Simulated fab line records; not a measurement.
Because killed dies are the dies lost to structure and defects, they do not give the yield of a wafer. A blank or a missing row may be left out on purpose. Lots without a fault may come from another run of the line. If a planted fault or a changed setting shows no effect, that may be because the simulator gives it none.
Lot-split experiment || flow n5-finfet || 21 wafers read across 7 lots, on a route 1938 steps long

== ABOUT THE SPLIT ==
At N5_BEOL_M9_ETCH_66 (etches SOC in N2/H2, target depth 80 nm, overetch 16 nm, time 120 s), the setting time-s was moved away from the recipe's 120 s on 6 of the 21 wafers read, by +11.0% to +15.7%. For the rest of the wafers, this setting stayed at what the recipe calls for.

Reading taken at the split's own step.

== THE READING ==
SiARC_of_BEOL_M9_COAT_64.thk-nm (the simulator's own value, which no gauge read), in nm, at N5_BEOL_M9_ETCH_66 (etches SOC in N2/H2, target depth 80 nm, overetch 16 nm, time 120 s). The file does not state a usual value for it. The 15 wafers here that ran the recipe average 6.4 nm, standard deviation 0.1 nm.

{"wafer": "L077.3", "tool, chamber at the split": "rie-diel-06, 2", "time-s as run, s": 138.3, "against the recipe": "+15.3%", "SiARC_of_BEOL_M9_COAT_64.thk-nm, nm": 5.6, "against lot-mates on the recipe": -1.0}
{"wafer": "L077.5", "tool, chamber at the split": "rie-diel-06, 1,2", "time-s as run, s": 120, "against the recipe": "recipe", "SiARC_of_BEOL_M9_COAT_64.thk-nm, nm": 6.6, "against lot-mates on the recipe": "-"}
{"wafer": "L077.6", "tool, chamber at the split": "rie-diel-06, 1,2", "time-s as run, s": 120, "against the recipe": "recipe", "SiARC_of_BEOL_M9_COAT_64.thk-nm, nm": 6.6, "against lot-mates on the recipe": "-"}
{"wafer": "L076.3", "tool, chamber at the split": "rie-diel-03, 1,2", "time-s as run, s": 120, "against the recipe": "recipe", "SiARC_of_BEOL_M9_COAT_64.thk-nm, nm": 6.4, "against lot-mates on the recipe": "-"}
{"wafer": "L076.6", "tool, chamber at the split": "rie-diel-03, 1,2", "time-s as run, s": 120, "against the recipe": "recipe", "SiARC_of_BEOL_M9_COAT_64.thk-nm, nm": 6.4, "against lot-mates on the recipe": "-"}
{"wafer": "L076.4", "tool, chamber at the split": "rie-diel-03, 0", "time-s as run, s": 120, "against the recipe": "recipe", "SiARC_of_BEOL_M9_COAT_64.thk-nm, nm": 6.2, "against lot-mates on the recipe": "-"}
{"wafer": "L078.4", "tool, chamber at the split": "rie-diel-06, 0", "time-s as run, s": 134.6, "against the recipe": "+12.2%", "SiARC_of_BEOL_M9_COAT_64.thk-nm, nm": 5.8, "against lot-mates on the recipe": -0.6}
{"wafer": "L078.5", "tool, chamber at the split": "rie-diel-06, 2", "time-s as run, s": 120, "against the recipe": "recipe", "SiARC_of_BEOL_M9_COAT_64.thk-nm, nm": 6.4, "against lot-mates on the recipe": "-"}
{"wafer": "L078.6", "tool, chamber at the split": "rie-diel-06, 3", "time-s as run, s": 134.6, "against the recipe": "+12.2%", "SiARC_of_BEOL_M9_COAT_64.thk-nm, nm": 6, "against lot-mates on the recipe": -0.4}
{"wafer": "L083.3", "tool, chamber at the split": "rie-diel-01, 2,0,1", "time-s as run, s": 120, "against the recipe": "recipe", "SiARC_of_BEOL_M9_COAT_64.thk-nm, nm": 6.4, "against lot-mates on the recipe": "-"}
{"wafer": "L083.5", "tool, chamber at the split": "rie-diel-01, 2,0,1", "time-s as run, s": 120, "against the recipe": "recipe", "SiARC_of_BEOL_M9_COAT_64.thk-nm, nm": 6.4, "against lot-mates on the recipe": "-"}
{"wafer": "L083.6", "tool, chamber at the split": "rie-diel-01, 2,0,1", "time-s as run, s": 120, "against the recipe": "recipe", "SiARC_of_BEOL_M9_COAT_64.thk-nm, nm": 6.4, "against lot-mates on the recipe": "-"}
{"wafer": "L090.3", "tool, chamber at the split": "rie-diel-03, 1", "time-s as run, s": 138.9, "against the recipe": "+15.7%", "SiARC_of_BEOL_M9_COAT_64.thk-nm, nm": 5.4, "against lot-mates on the recipe": -1.0}
{"wafer": "L090.4", "tool, chamber at the split": "rie-diel-03, 2", "time-s as run, s": 138.9, "against the recipe": "+15.7%", "SiARC_of_BEOL_M9_COAT_64.thk-nm, nm": 5.6, "against lot-mates on the recipe": -0.8}
{"wafer": "L090.6", "tool, chamber at the split": "rie-diel-03, 1", "time-s as run, s": 120, "against the recipe": "recipe", "SiARC_of_BEOL_M9_COAT_64.thk-nm, nm": 6.4, "against lot-mates on the recipe": "-"}
{"wafer": "L094.2", "tool, chamber at the split": "rie-diel-01, 2,0", "time-s as run, s": 120, "against the recipe": "recipe", "SiARC_of_BEOL_M9_COAT_64.thk-nm, nm": 6.4, "against lot-mates on the recipe": "-"}
{"wafer": "L094.4", "tool, chamber at the split": "rie-diel-01, 2,0", "time-s as run, s": 120, "against the recipe": "recipe", "SiARC_of_BEOL_M9_COAT_64.thk-nm, nm": 6.4, "against lot-mates on the recipe": "-"}
{"wafer": "L094.3", "tool, chamber at the split": "rie-diel-01, 1", "time-s as run, s": 133.2, "against the recipe": "+11.0%", "SiARC_of_BEOL_M9_COAT_64.thk-nm, nm": 5.8, "against lot-mates on the recipe": -0.6}
{"wafer": "L082.2", "tool, chamber at the split": "rie-diel-06, 0", "time-s as run, s": 120, "against the recipe": "recipe", "SiARC_of_BEOL_M9_COAT_64.thk-nm, nm": 6.6, "against lot-mates on the recipe": "-"}
{"wafer": "L082.4", "tool, chamber at the split": "rie-diel-06, 2,3", "time-s as run, s": 120, "against the recipe": "recipe", "SiARC_of_BEOL_M9_COAT_64.thk-nm, nm": 6.4, "against lot-mates on the recipe": "-"}
{"wafer": "L082.6", "tool, chamber at the split": "rie-diel-06, 2,3", "time-s as run, s": 120, "against the recipe": "recipe", "SiARC_of_BEOL_M9_COAT_64.thk-nm, nm": 6.4, "against lot-mates on the recipe": "-"}
Where a row lists several chambers, the file gives one row for several wafers and doesn't say which wafer went through which chamber.

THE FIT
A straight line over all 21 wafers: SiARC_of_BEOL_M9_COAT_64.thk-nm changes by -0.0539 nm for each +1% of time-s; r = -0.95; the points scatter about the line by 0.11 nm.
The same after taking each lot's own level away (the mean of its wafers on the recipe; 21 wafers): -0.0548 nm for each +1%; r = -0.97; scatter 0.097 nm.
That fit puts the effect of the largest move of time-s on the reading at 0.86 nm.
From 6.33 to 6.60 nm: that is the span of the lots' own levels, equal to 2.7 times the standard deviation above.
The two slopes agree, so the slope changes little with the lot-to-lot level.
Check: -0.818 nm against its lot-mates is what the line predicts for one of the wafers moved furthest among these (+15.7%) when that wafer is left out of the fit. It came out at -1 nm against them.

== FURTHER SPLITS ON THESE WAFERS ==
These wafers also went through other splits before the reading. Each is held against what the fit with the lots' levels taken away leaves over:
{"other split on the same wafers": "N5_BEOL_M6_ETCH_62 time-s", "wafers away from the commonest value": 6, "r with SiARC_of_BEOL_M9_COAT_64.thk-nm (lot level and that fit taken away)": -0.03}
{"other split on the same wafers": "N5_BEOL_M6_COAT_71 spin-rpm", "wafers away from the commonest value": 10, "r with SiARC_of_BEOL_M9_COAT_64.thk-nm (lot level and that fit taken away)": "+0.49"}
{"other split on the same wafers": "N5_BEOL_M7_ETCH_66 bias-w", "wafers away from the commonest value": 8, "r with SiARC_of_BEOL_M9_COAT_64.thk-nm (lot level and that fit taken away)": "+0.06"}
{"other split on the same wafers": "N5_BEOL_M7_VIA_ETCH_34 time-s", "wafers away from the commonest value": 5, "r with SiARC_of_BEOL_M9_COAT_64.thk-nm (lot level and that fit taken away)": -0.14}
{"other split on the same wafers": "N5_BEOL_M9_HM_DEP_02 target-thk-a", "wafers away from the commonest value": 4, "r with SiARC_of_BEOL_M9_COAT_64.thk-nm (lot level and that fit taken away)": "+0.08"}
{"other split on the same wafers": "N5_BEOL_M9_COAT_05 spin-rpm", "wafers away from the commonest value": 5, "r with SiARC_of_BEOL_M9_COAT_64.thk-nm (lot level and that fit taken away)": -0.30}

== FILE'S OWN FIT ==
SiARC_of_BEOL_M9_COAT_64.thk-nm changes by -0.0562 nm for each +1% of time-s, r = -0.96.
